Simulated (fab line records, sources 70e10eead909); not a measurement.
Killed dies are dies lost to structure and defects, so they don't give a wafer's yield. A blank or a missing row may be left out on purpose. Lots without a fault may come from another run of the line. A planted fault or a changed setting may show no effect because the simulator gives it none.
One fault seen from 2 desks | flow nand_harc | each desk has only its own numbers; what lay behind them comes last

THE METROLOGY DESK
What the gauges read, lot by lot, whatever tool the lot ran on: means of the sampled wafers that have a number. A lot is out of limits, marked OUT, if its mean lies more than 4 standard deviations from the usual mean; the brackets give that distance.
Columns: A = thk_nm at NHARC_P_BONDPAD_THK_MEAS_20, usual 160.9 nm
lot  | first seen here | A
L651 | day 7 00:46     | 161.0
L652 | day 7 00:59     | 161.9
L655 | day 8 05:41     | 161.1
L656 | day 9 00:32     | 160.1
L657 | day 9 02:01     | 161.5
L658 | day 9 14:05     | 160.1
L659 | day 10 00:44    | 161.5
L660 | day 10 10:53    | 162.6
L661 | day 10 19:32    | 161.4
L663 | day 11 12:46    | 161.5
L668 | day 14 01:19    | 162.1
L673 | day 15 23:31    | 162.3
This desk's finding: nothing out of limits on any of the 12 lots.

THE TOOL OWNER'S DESK: rie_diel-12
The tool's own readings at NHARC_P_BONDPAD_ETCH_24 (etches the open film in CF4/N2, target depth 30 nm, time 72.99 s): means of the sampled wafers that have a number, for each lot that ran on this tool. A lot is out of limits, marked OUT, if its mean lies more than 4 standard deviations from the usual mean; the brackets give that distance.
Columns: A = drypump_motor_current_A at NHARC_P_BONDPAD_ETCH_24, usual 5.6 A; B = oes_product_au at NHARC_P_BONDPAD_ETCH_24, usual 0.997 a.u.; C = rf_vpp_V at NHARC_P_BONDPAD_ETCH_24, usual 314.4 V; D = showerhead_plenum_p_Torr at NHARC_P_BONDPAD_ETCH_24, usual 2.64 Torr; E = throttle_valve_pct at NHARC_P_BONDPAD_ETCH_24, usual 19.795 %
lot  | first seen here | A   | B     | C     | D    | E
L652 | day 6 23:10     | 5.7 | 1.002 | 313.5 | 2.58 | 19.798
L655 | day 8 03:52     | 6.1 | 1.003 | 312.6 | 2.54 | 19.789
L663 | day 11 10:58    | 5.6 | 1.002 | 313.9 | 2.65 | 19.788
L668 | day 13 23:25    | 5.6 | 0.993 | 314.2 | 2.64 | 19.795
This desk's finding: nothing out of limits on any of the 4 lots.

PUT TOGETHER
The metrology desk saw nothing out of limits.
The tool owner's desk saw nothing out of limits.

WHAT THE SIMULATOR HAD PUT IN
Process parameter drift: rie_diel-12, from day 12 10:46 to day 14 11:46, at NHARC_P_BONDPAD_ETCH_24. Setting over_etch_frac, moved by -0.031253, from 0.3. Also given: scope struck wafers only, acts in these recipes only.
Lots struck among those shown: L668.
